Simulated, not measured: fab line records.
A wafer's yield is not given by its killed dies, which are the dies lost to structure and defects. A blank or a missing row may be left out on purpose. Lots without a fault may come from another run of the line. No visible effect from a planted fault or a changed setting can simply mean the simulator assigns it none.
What tool caused it? + flow nandHarc + Sampling: 14 lots, 42 wafers, 4 of 1302 route steps

## WHAT THE GAUGES READ, wafer by wafer
The record holds no reading of a measuring or inspecting step that can be judged against a usual standard deviation.

## EACH LOT AND THE TOOL THAT RAN IT (in order: tool; ch and the chambers of the sampled wafers; start)
| lot  | NHARC_A_STAIRCASE_TRIM_224                   | NHARC_A_STAIRCASE_ETCH_230                   | NHARC_A_STAIRCASE_ETCH_232        | NHARC_A_STAIRCASE_TRIM_233    |
|------|----------------------------------------------|----------------------------------------------|-----------------------------------|-------------------------------|
| L291 | rieDiel-10 ch 0,2,3, day 16 08:17 or earlier | rieDiel-12 ch 0,2,3, day 16 08:17 or earlier | rieDiel-12 ch 0,1,3, day 16 08:17 | rieDiel-12 ch 1,3, no start   |
| L292 | rieDiel-12 ch 0,1,3, day 17 13:49 or earlier | rieDiel-10 ch 0,2, day 17 13:49 or earlier   | rieDiel-10 ch 1,3, day 17 13:49   | rieDiel-10 ch 0,2, no start   |
| L293 | rieDiel-10 ch 1,2,3, day 17 16:36 or earlier | rieDiel-10 ch 1,2,3, day 17 16:36 or earlier | rieDiel-10 ch 0,1,3, day 17 16:36 | rieDiel-10 ch 0,1,2, no start |
| L295 | rieDiel-06 ch 2,3, day 18 00:37 or earlier   | rieDiel-12 ch 1,2,3, day 18 00:37 or earlier | rieDiel-12 ch 0,2,3, day 18 00:37 | rieDiel-12 ch 0,2,3, no start |
| L297 | rieDiel-06 ch 1,2, day 18 12:16 or earlier   | rieDiel-06 ch 1,2, day 18 12:16 or earlier   | rieDiel-06 ch 1,2,3, day 18 12:16 | rieDiel-06 ch 1,2,3, no start |
| L296 | rieDiel-12 ch 0,1, day 18 12:29 or earlier   | rieDiel-12 ch 1,2,3, day 18 12:29 or earlier | rieDiel-12 ch 1,2,3, day 18 12:29 | rieDiel-12 ch 2,3, no start   |
| L299 | rieDiel-10 ch 0,2,3, day 19 20:14 or earlier | rieDiel-10 ch 1,2,3, day 19 20:14 or earlier | rieDiel-10 ch 0,1,2, day 19 20:14 | rieDiel-10 ch 0,2,3, no start |
| L301 | rieDiel-10 ch 1,2,3, day 21 08:46 or earlier | rieDiel-10 ch 2,3, day 21 08:46 or earlier   | rieDiel-10 ch 0,3, day 21 08:46   | rieDiel-10 ch 0,1,2, no start |
| L303 | rieDiel-10 ch 1,2,3, day 21 17:42 or earlier | rieDiel-10 ch 0,1,3, day 21 17:42 or earlier | rieDiel-10 ch 0,2,3, day 21 17:42 | rieDiel-10 ch 1,2, no start   |
| L307 | rieDiel-06 ch 0,2,3, day 22 18:55 or earlier | rieDiel-06 ch 0,3, day 22 18:55 or earlier   | rieDiel-06 ch 0,2,3, day 22 18:55 | rieDiel-06 ch 0,2, no start   |
| L309 | rieDiel-06 ch 2,3, day 23 09:50 or earlier   | rieDiel-06 ch 0,1, day 23 09:50 or earlier   | rieDiel-06 ch 1,3, day 23 09:50   | rieDiel-06 ch 0,1,3, no start |
| L310 | rieDiel-06 ch 0,3, day 24 16:13 or earlier   | rieDiel-06 ch 1,2,3, day 24 16:13 or earlier | rieDiel-06 ch 0,1,3, day 24 16:13 | rieDiel-06 ch 0,3, no start   |
| L312 | rieDiel-12 ch 1,2, day 25 01:35 or earlier   | rieDiel-12 ch 1,2, day 25 01:35 or earlier   | rieDiel-12 ch 1,2,3, day 25 01:35 | rieDiel-12 ch 2,3, no start   |
| L313 | rieDiel-10 ch 1,2,3, day 25 16:43 or earlier | rieDiel-12 ch 0,1,3, day 25 16:43 or earlier | rieDiel-12 ch 0,2,3, day 25 16:43 | rieDiel-12 ch 2,3, no start   |
- NHARC_A_STAIRCASE_TRIM_224: chemistry O2, time 211.2 s.
- NHARC_A_STAIRCASE_ETCH_230: etches the open film in C4F8/O2, target depth 100 nm, time 40.5 s.
- NHARC_A_STAIRCASE_ETCH_232: etches the open film in C4F8/O2, target depth 100 nm, time 40.5 s.
- NHARC_A_STAIRCASE_TRIM_233: chemistry O2, time 211.2 s.

## WHAT THE TOOLS THEMSELVES READ (means of the sampled wafers that have a number; where no wafer has one, the mark that the record gives instead)
NHARC_A_STAIRCASE_TRIM_224.
| lot  | tool       | drypumpMotorCurrentA (A) | oesProductAu (a.u.) | rfVppV (V) | showerheadPlenumPTorr (Torr) | throttleValvePct (%) |
|------|------------|--------------------------|---------------------|------------|------------------------------|----------------------|
| L291 | rieDiel-10 | 5.5                      | 1.010               | 57.2       | 3.52                         | 17.044               |
| L292 | rieDiel-12 | 6.0                      | 0.990               | 56.9       | 3.51                         | 17.031               |
| L293 | rieDiel-10 | 5.8                      | 1.005               | 58.2       | 3.59                         | 17.043               |
| L295 | rieDiel-06 | 4.8                      | 1.004               | 58.5       | 3.54                         | 17.046               |
| L297 | rieDiel-06 | 5.6                      | 1.015               | 57.8       | 3.42                         | 17.035               |
| L296 | rieDiel-12 | 6.0                      | 0.993               | 58.1       | 3.48                         | 17.037               |
| L299 | rieDiel-10 | 5.5                      | 0.995               | 57.2       | 3.51                         | 17.032               |
| L301 | rieDiel-10 | 5.8                      | 0.987               | 57.7       | 3.57                         | 17.033               |
| L303 | rieDiel-10 | 5.8                      | 0.995               | 58.0       | 3.57                         | 17.037               |
| L307 | rieDiel-06 | 5.4                      | 1.010               | 58.3       | 3.53                         | 17.033               |
| L309 | rieDiel-06 | 4.9                      | 1.004               | 57.3       | 3.52                         | 17.038               |
| L310 | rieDiel-06 | 5.7                      | 1.004               | 57.8       | 3.49                         | 17.033               |
| L312 | rieDiel-12 | 5.9                      | 0.993               | 57.4       | 3.48                         | 17.038               |
| L313 | rieDiel-10 | 5.8                      | 0.994               | 57.7       | 3.55                         | 17.039               |

NHARC_A_STAIRCASE_ETCH_230.
| lot  | tool       | oesProductAu (a.u.) | rfVppV (V) |
|------|------------|---------------------|------------|
| L291 | rieDiel-12 | 0.963               | 896        |
| L292 | rieDiel-10 | 0.962               | 892        |
| L293 | rieDiel-10 | 0.951               | 898        |
| L295 | rieDiel-12 | 0.965               | 897        |
| L297 | rieDiel-06 | 0.958               | 892        |
| L296 | rieDiel-12 | 0.938               | 896        |
| L299 | rieDiel-10 | 0.944               | 897        |
| L301 | rieDiel-10 | 0.937               | 898        |
| L303 | rieDiel-10 | 0.938               | 893        |
| L307 | rieDiel-06 | 0.950               | 894        |
| L309 | rieDiel-06 | 0.957               | 894        |
| L310 | rieDiel-06 | 0.946               | 892        |
| L312 | rieDiel-12 | 0.942               | 895        |
| L313 | rieDiel-12 | 0.961               | 894        |

NHARC_A_STAIRCASE_ETCH_232.
| lot  | tool       | oesProductAu (a.u.) | rfVppV (V) |
|------|------------|---------------------|------------|
| L291 | rieDiel-12 | 0.950               | 896        |
| L292 | rieDiel-10 | 0.955               | 897        |
| L293 | rieDiel-10 | 0.944               | 893        |
| L295 | rieDiel-12 | 0.944               | 896        |
| L297 | rieDiel-06 | 0.934               | 894        |
| L296 | rieDiel-12 | 0.919               | 896        |
| L299 | rieDiel-10 | 0.933               | 894        |
| L301 | rieDiel-10 | 0.889               | 894        |
| L303 | rieDiel-10 | 0.873               | 894        |
| L307 | rieDiel-06 | 0.952               | 896        |
| L309 | rieDiel-06 | 0.951               | 892        |
| L310 | rieDiel-06 | 0.951               | 892        |
| L312 | rieDiel-12 | 0.947               | 895        |
| L313 | rieDiel-12 | 0.963               | 895        |

NHARC_A_STAIRCASE_TRIM_233.
| lot  | tool       | drypumpMotorCurrentA (A) | oesProductAu (a.u.) | rfVppV (V) | showerheadPlenumPTorr (Torr) | throttleValvePct (%) |
|------|------------|--------------------------|---------------------|------------|------------------------------|----------------------|
| L291 | rieDiel-12 | 6.0                      | 0.991               | 58.6       | 3.56                         | 17.029               |
| L292 | rieDiel-10 | 5.9                      | 0.998               | 58.5       | 3.54                         | 17.033               |
| L293 | rieDiel-10 | 6.0                      | 1.010               | 56.8       | 3.49                         | 17.037               |
| L295 | rieDiel-12 | 6.0                      | 0.988               | 57.8       | 3.51                         | 17.028               |
| L297 | rieDiel-06 | 5.3                      | 1.013               | 57.3       | 3.46                         | 17.037               |
| L296 | rieDiel-12 | 5.9                      | 0.982               | 57.5       | 3.56                         | 17.040               |
| L299 | rieDiel-10 | 5.5                      | 1.001               | 57.6       | 3.51                         | 17.044               |
| L301 | rieDiel-10 | 6.0                      | 1.003               | 58.1       | 3.47                         | 17.038               |
| L303 | rieDiel-10 | 6.1                      | 0.988               | 57.7       | 3.59                         | 17.040               |
| L307 | rieDiel-06 | 5.8                      | 1.017               | 58.1       | 3.57                         | 17.034               |
| L309 | rieDiel-06 | 5.9                      | 1.007               | 57.5       | 3.45                         | 17.041               |
| L310 | rieDiel-06 | 5.7                      | 1.015               | 56.7       | 3.49                         | 17.032               |
| L312 | rieDiel-12 | 5.9                      | 0.997               | 57.5       | 3.53                         | 17.034               |
| L313 | rieDiel-12 | 5.9                      | 1.003               | 58.0       | 3.52                         | 17.039               |

## THE ANSWER, worked out from the rows above alone
Rule: usual is defined by the lots themselves. Put in order of their means at a reading, lots are off if they are a third of the lots or fewer, leave a main group of 4 or more, and stand apart from it by a gap of 3 or more times the standard deviation of the main group's means; of several such gaps the widest counts. The tables above print the reading to a certain number of digits; a main group whose means all agree to those digits is not used. A lot without any number at a reading at which 4 lots or more have one is off too. Any other lot the step has rows for is counted as sound. The gauges are gone through in route order, then the tools' own readings, and for those a lot's mean is taken as printed above. The first step at which some lot is off is used, and at that step the reading that is off furthest; a lot without a number counts as furthest.
Nothing can be told from this: no lot is off at any reading shown.

## WHAT THE SIMULATOR HAD PUT IN
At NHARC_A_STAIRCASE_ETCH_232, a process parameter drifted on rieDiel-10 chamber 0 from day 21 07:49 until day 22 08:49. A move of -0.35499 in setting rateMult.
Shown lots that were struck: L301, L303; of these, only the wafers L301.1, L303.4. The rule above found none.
